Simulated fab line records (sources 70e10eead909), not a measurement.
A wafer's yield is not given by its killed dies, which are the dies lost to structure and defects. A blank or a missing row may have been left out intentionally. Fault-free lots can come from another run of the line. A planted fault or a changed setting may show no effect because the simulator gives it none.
fab line records ; flow nand_harc
[record] lots = 14; wafers = 42; last_day = 33
route steps=1302 shown P_M0@284 P_M1@305 P_M2@318 END@1302
lots untouched by any fault: they come from a run of this same line in which no faults occurred
start_h: hours from the record's first day to the start of the lot's first wafer shown ; wait_h: hours elapsed since this lot's preceding step ; " unchanged from the row above ; L1.1+2: a row that stands for several wafers ; - no value, or no start given ; * or withheld: withheld ; < > ~ a bound
route shown NAME@n: names a module that has steps shown in the file, with the first one's number in the route ; usual: mean/standard deviation taken from wafers without a fault ; same: alike in all rows ; chamber/n: place in a boat ; sites: the reading at each site ; _std_site: how widely they spread, as a standard deviation ; _edge_site: mean of outer sites minus mean of inner sites ; radius_mm: for every site, how far away it sits from the centre of the wafer ; mask NAME#n: copy n ; behind: the tool/chamber that last shaped the wafer ; hold: what put the lot on hold/how long, in hours/how the hold closed ; device: whichever transistor did not switch (one of n, p or np) ; end of line: the route-end tests of the same wafers ; a step given without rows: its recipe and nothing more ; killed: dies that structure and defects cost at the first sort, which is not the same as the wafer's yield ; map: a wafer's dies, marking killed ones x, the rest . and places with no die _
set.NAME: the run value of the setting; set.NAME@STEP: its run value at that earlier step ; model.NAME: the simulator's own value behind a step, which no gauge read
one table for each step of the route and one row for each wafer, over a sample of lots
services: the hour from which a tool's chamber was out of use, counted from the record's first day as start_h (under 0 if before that day), plus the number of hours and why
[[steps]]
[step NHARC_P_M0_DEP_32]
[recipe] target_thk_a = 300; temp_c = 370; target_thk_nm = 30; pressure_torr = 3; flow_sccm = 200; rf_w = 450; material = SiCN
[usual] heater_power_w = 546/61
lot.wafer;tool;chamber;start_h;wait_h;heater_power_w
L704.2;pecvd-02;1;128.69;0.1;564
L704.1;pecvd-02;2;128.69;0.1;531
L704.5;pecvd-02;1;128.69;0.1;565
L705.3;pecvd-02;1;135.11;0.1;525
L705.5;pecvd-02;1;135.11;0.1;532
L705.6;pecvd-02;2;135.11;0.1;503
L706.1;pecvd-04;1;144.92;0.1;479
L706.2;pecvd-04;2;144.92;0.1;636
L706.3;pecvd-04;0;144.92;0.1;483
L709.3;pecvd-02;2;168.60;0.1;534
L709.5;pecvd-02;2;168.60;0.1;537
L709.4;pecvd-02;0;168.60;0.1;539
L708.2;pecvd-02;2;169.31;0.1;514
L708.4;pecvd-02;2;169.31;0.1;510
L708.5;pecvd-02;0;169.31;0.1;422
L710.3;pecvd-04;2;191.95;0.2;647
L710.5;pecvd-04;0;191.95;0.2;565
L710.6;pecvd-04;2;191.95;0.2;537
L712.1;pecvd-01;0;203.88;0.1;683
L712.6;pecvd-01;2;203.88;0.1;539
L712.5;pecvd-01;1;203.88;0.1;635
L713.1;pecvd-01;2;217.19;0.1;530
L713.5;pecvd-01;0;217.19;0.1;637
L713.6;pecvd-01;1;217.19;0.1;656
L714.3;pecvd-04;2;232.50;0.1;531
L714.1;pecvd-04;0;232.50;0.1;549
L714.6;pecvd-04;1;232.50;0.1;429
L715.3;pecvd-04;0;238.92;0.1;495
L715.1;pecvd-04;2;238.92;0.1;622
L715.5;pecvd-04;1;238.92;0.1;472
L716.1;pecvd-02;0;252.39;0.1;480
L716.4;pecvd-02;1;252.39;0.1;568
L716.5;pecvd-02;2;252.39;0.1;508
L718.1;pecvd-02;0;273.59;0.1;453
L718.5;pecvd-02;1;273.59;0.1;589
L718.4;pecvd-02;2;273.59;0.1;490
L721.1;pecvd-02;0;296.42;0.1;489
L721.5;pecvd-02;2;296.42;0.1;478
L721.6;pecvd-02;1;296.42;0.1;592
L727.1;pecvd-04;1;361.58;0.1;550
L727.2;pecvd-04;2;361.58;0.1;663
L727.5;pecvd-04;2;361.58;0.1;647
[step NHARC_P_M1_DEGAS_29]
[recipe] temp_c = 250; time_s = 60
[usual] heater_power_w = 340/38
lot.wafer;tool;chamber;start_h;wait_h;heater_power_w
L704.1;pvd_sputter-02;-;131.16;-;386
L704.2;pvd_sputter-02;-;131.16;-;300
L704.5;pvd_sputter-02;-;131.16;-;289
L705.3;pvd_sputter-02;-;137.56;-;388
L705.6;pvd_sputter-02;-;137.56;-;382
L705.5;pvd_sputter-02;-;137.56;-;304
L706.1;pvd_sputter-03;-;147.54;-;335
L706.3;pvd_sputter-03;-;147.54;-;340
L706.2;pvd_sputter-03;-;147.54;-;290
L709.3;pvd_sputter-02;-;171.06;-;311
L709.4;pvd_sputter-02;-;171.06;-;388
L709.5;pvd_sputter-02;-;171.06;-;308
L708.4;pvd_sputter-03;-;172.00;-;297
L708.2;pvd_sputter-03;-;172.00;-;343
L708.5;pvd_sputter-03;-;172.00;-;350
L710.3;pvd_sputter-02;-;194.63;-;350
L710.6;pvd_sputter-02;-;194.63;-;292
L710.5;pvd_sputter-02;-;194.63;-;358
L712.1;pvd_sputter-03;-;206.29;-;300
L712.6;pvd_sputter-03;-;206.29;-;414
L712.5;pvd_sputter-03;-;206.29;-;296
L713.1;pvd_sputter-01;-;219.66;-;324
L713.5;pvd_sputter-01;-;219.66;-;313
L713.6;pvd_sputter-01;-;219.66;-;287
L714.3;pvd_sputter-03;-;235.00;-;411
L714.1;pvd_sputter-03;-;235.00;-;296
L714.6;pvd_sputter-03;-;235.00;-;414
L715.3;pvd_sputter-01;-;241.48;-;279
L715.1;pvd_sputter-01;-;241.48;-;337
L715.5;pvd_sputter-01;-;241.48;-;318
L716.1;pvd_sputter-02;-;254.77;-;391
L716.4;pvd_sputter-02;-;254.77;-;350
L716.5;pvd_sputter-02;-;254.77;-;292
L718.1;pvd_sputter-01;-;276.04;-;279
L718.4;pvd_sputter-01;-;276.04;-;338
L718.5;pvd_sputter-01;-;276.04;-;310
L721.1;pvd_sputter-02;-;298.85;-;313
L721.6;pvd_sputter-02;-;298.85;-;315
L721.5;pvd_sputter-02;-;298.85;-;385
L727.2;pvd_sputter-03;-;363.86;-;359
L727.1;pvd_sputter-03;-;363.86;-;412
L727.5;pvd_sputter-03;-;363.86;-;343
[step NHARC_P_M1_PRE_CLEAN_30]
[recipe] time_s = 30; temp_c = 280; gas = H2/He
[usual] heater_power_w = 417/49
lot.wafer;tool;chamber;start_h;wait_h;heater_power_w
L704.2;pvd_sputter-02;-;-;-;461
L704.1;pvd_sputter-02;-;-;-;432
L704.5;pvd_sputter-02;-;-;-;363
L705.3;pvd_sputter-02;-;-;-;368
L705.5;pvd_sputter-02;-;-;-;388
L705.6;pvd_sputter-02;-;-;-;467
L706.2;pvd_sputter-03;-;-;-;517
L706.3;pvd_sputter-03;-;-;-;351
L706.1;pvd_sputter-03;-;-;-;409
L709.4;pvd_sputter-02;-;-;-;465
L709.3;pvd_sputter-02;-;-;-;370
L709.5;pvd_sputter-02;-;-;-;464
L708.4;pvd_sputter-03;-;-;-;355
L708.2;pvd_sputter-03;-;-;-;426
L708.5;pvd_sputter-03;-;-;-;538
L710.3;pvd_sputter-02;-;-;-;383
L710.6;pvd_sputter-02;-;-;-;381
L710.5;pvd_sputter-02;-;-;-;468
L712.1;pvd_sputter-03;-;-;-;512
L712.6;pvd_sputter-03;-;-;-;368
L712.5;pvd_sputter-03;-;-;-;435
L713.1;pvd_sputter-01;-;-;-;389
L713.5;pvd_sputter-01;-;-;-;416
L713.6;pvd_sputter-01;-;-;-;444
L714.1;pvd_sputter-03;-;-;-;371
L714.3;pvd_sputter-03;-;-;-;435
L714.6;pvd_sputter-03;-;-;-;364
L715.3;pvd_sputter-01;-;-;-;443
L715.1;pvd_sputter-01;-;-;-;395
L715.5;pvd_sputter-01;-;-;-;401
L716.4;pvd_sputter-02;-;-;-;467
L716.1;pvd_sputter-02;-;-;-;422
L716.5;pvd_sputter-02;-;-;-;369
L718.1;pvd_sputter-01;-;-;-;382
L718.4;pvd_sputter-01;-;-;-;347
L718.5;pvd_sputter-01;-;-;-;442
L721.1;pvd_sputter-02;-;-;-;374
L721.5;pvd_sputter-02;-;-;-;376
L721.6;pvd_sputter-02;-;-;-;405
L727.2;pvd_sputter-03;-;-;-;353
L727.1;pvd_sputter-03;-;-;-;424
L727.5;pvd_sputter-03;-;-;-;357
[step NHARC_P_M2_DEP_00]
[recipe] target_thk_a = 1825; target_thk_nm = 182.5; temp_c = withheld; pressure_torr = 5; flow_sccm = 200; rf_w = 600; material = SiOC
lot.wafer;tool;chamber;start_h;wait_h
L704.2+1+5;pecvd-04;1,2,2;133.47;-
L705.3+5+6;pecvd-04;1,2,0;139.67;-
L706.1+2+3;pecvd-02;1,2,0;149.67;-
L709.3+5+4;pecvd-02;1,0,1;173.22;-
L708.2+5+4;pecvd-01;0,2,0;174.21;-
L710.3+5+6;pecvd-04;2,2,1;196.74;-
L712.1+6+5;pecvd-04;2,2,1;208.40;-
L713.1+6+5;pecvd-02;0,0,2;221.77;-
L714.1+3+6;pecvd-04;0,2,0;237.11;-
L715.1+3+5;pecvd-04;0,2,1;243.58;-
L716.1+5+4;pecvd-02;0,1,2;256.97;-
L718.1+5+4;pecvd-01;1,2,1;278.36;-
L721.1+6+5;pecvd-04;0,2,0;301.06;-
L721.1+6+5;pecvd-04;0,2,0;301.82;-
L727.1+2+5;pecvd-04;1,2,1;365.98;-
L727.1+2+5;pecvd-04;1,2,1;366.57;-
[step NHARC_END_SORT_01]
[recipe] temp_c = 25
[usual] defect_limited_yield = 91.2/2.6; killed_at_array = 55/17; killed_at_other = 1.1/1.6; killed_at_periphery = 3.8/2.5; killed_dies = 60/18; killed_open = 3.3/1.9; killed_short = 2.5/1.7
[same] gross_dies = 677
lot.wafer;tool;chamber;start_h;wait_h;defect_limited_yield[%];killed_at_array;killed_at_other;killed_at_periphery;killed_dies;killed_open;killed_short
L721.1;prober-01;0;711.23;2.5;0;63;0;614;677;2;5
L721.5;prober-01;0;714.47;3.7;0;86;0;591;677;3;1
L721.6;prober-01;0;715.28;4.0;0;78;0;599;677;5;3
L727.1;prober-02;0;800.46;2.5;0;72;0;605;677;3;4
L727.2;prober-02;0;801.26;2.8;0;65;0;612;677;4;1
L727.5;prober-02;0;803.66;3.7;0;62;0;615;677;1;3
// killed by level:class
L721.1 P_M2:area_dep=610 A_CHANNEL_HOLE_D1:chamber_film_flake=26 A_SLIT:chamber_film_flake=15 A_CHANNEL_HOLE_D2:chamber_film_flake=6 A_STAIRCASE:chamber_film_flake=3 A_M1:chamber_film_flake=3 A_WL_FILL:geometric_particle:short=2 A_DECK1_JOINT:chamber_film_flake=2
L721.5 P_M2:area_dep=589 A_CHANNEL_HOLE_D1:chamber_film_flake=35 A_SLIT:chamber_film_flake=27 A_CHANNEL_HOLE_D2:chamber_film_flake=14 A_ZERO_WELL:chamber_film_flake=2 A_ONON_D1:geometric_particle:open=1 A_CHANNEL_HOLE_D1:geometric_particle:short=1 A_CHANNEL_FILL_D2:geometric_particle:open=1
L721.6 P_M2:area_dep=594 A_CHANNEL_HOLE_D1:chamber_film_flake=34 A_SLIT:chamber_film_flake=18 A_CHANNEL_HOLE_D2:chamber_film_flake=7 A_STAIRCASE:chamber_film_flake=4 A_CONTACT:chamber_film_flake=4 A_CHANNEL_FILL_D2:geometric_particle:open=2 P_GATE:chamber_film_flake=2
L727.1 P_M2:area_dep=602 A_CHANNEL_HOLE_D2:chamber_film_flake=36 A_CHANNEL_HOLE_D1:chamber_film_flake=11 A_CONTACT:chamber_film_flake=9 A_BLC:chamber_film_flake=6 P_ZERO_WELL:chamber_film_flake=3 A_DECK1_JOINT:geometric_particle:short=2 A_CHANNEL_HOLE_D1:geometric_particle:open=1
L727.2 P_M2:area_dep=607 A_CHANNEL_HOLE_D1:chamber_film_flake=20 A_CHANNEL_HOLE_D2:chamber_film_flake=20 A_SLIT:chamber_film_flake=9 A_CONTACT:chamber_film_flake=4 A_ZERO_WELL:chamber_film_flake=3 A_BLC:chamber_film_flake=3 P_M0:geometric_particle:open=2
L727.5 P_M2:area_dep=614 A_CHANNEL_HOLE_D2:chamber_film_flake=28 A_CHANNEL_HOLE_D1:chamber_film_flake=10 A_SLIT:chamber_film_flake=10 A_CONTACT:chamber_film_flake=5 A_BLC:chamber_film_flake=4 P_M2:geometric_particle:open=1 A_CHANNEL_HOLE_D1:geometric_particle:short=1
[[services]]
tool;chamber;start_h;hours;kind
pecvd-04;-;115.79;2.6;repair
pvd_sputter-01;-;123.86;1.5;repair
pecvd-01;-;130.64;13.0;pm
pecvd-04;2;150.37;3.6;repair
pecvd-04;0;156.10;6.4;repair
pvd_sputter-03;-;172.59;10.0;pm
pecvd-04;1;184.36;9.4;repair
pvd_sputter-02;-;197.40;3.8;repair
pecvd-01;-;204.77;3.1;repair
pvd_sputter-01;-;209.98;1.1;repair
pecvd-02;1;217.51;4.9;repair
pvd_sputter-01;-;223.46;0.5;repair
pvd_sputter-01;-;226.00;10.0;pm
pecvd-02;-;227.00;13.0;pm
pecvd-04;2;249.57;3.4;repair
pecvd-04;-;269.00;13.0;pm
pecvd-04;0;269.00;13.0;vent_cycle
pecvd-04;1;269.00;13.0;vent_cycle
pvd_sputter-02;-;282.04;10.0;pm
pvd_sputter-03;-;297.40;0.5;repair
pecvd-01;-;311.64;13.0;pm
pecvd-04;-;329.58;2.1;repair
pvd_sputter-02;-;342.91;2.4;repair
pvd_sputter-03;-;350.59;10.0;pm
[[key]]
[first_sign] step = NHARC_P_M2_DEP_00; reading = visit; direction = added
[effect] step = NHARC_END_SORT_01; reading = killed_at_periphery; direction = up; sigmas = 99+; usual = 3.8; struck = 606
[more_kills_born_at] NHARC_P_M2_DEP_00@pecvd-04 = 3616
met_at NHARC_P_M2_DEP_00
struck_lots L721,L727
later_rows_left_out L721.1,L721.5,L721.6,L727.1,L727.2,L727.5
not_acting_at NHARC_P_M0_DEP_32,NHARC_P_M1_DEGAS_29,NHARC_P_M1_PRE_CLEAN_30
[fault] kind = repeated_step_whole; tool = pecvd-01,pecvd-02,pecvd-04; chamber = -; onset_h = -; steps = NHARC_P_M2_DEP_00; times = 1; scope = struck_lots_only
// later_rows_left_out: the simulator's readings of these wafers behind a module that went badly wrong aren't trusted and aren't shown, but for the sort
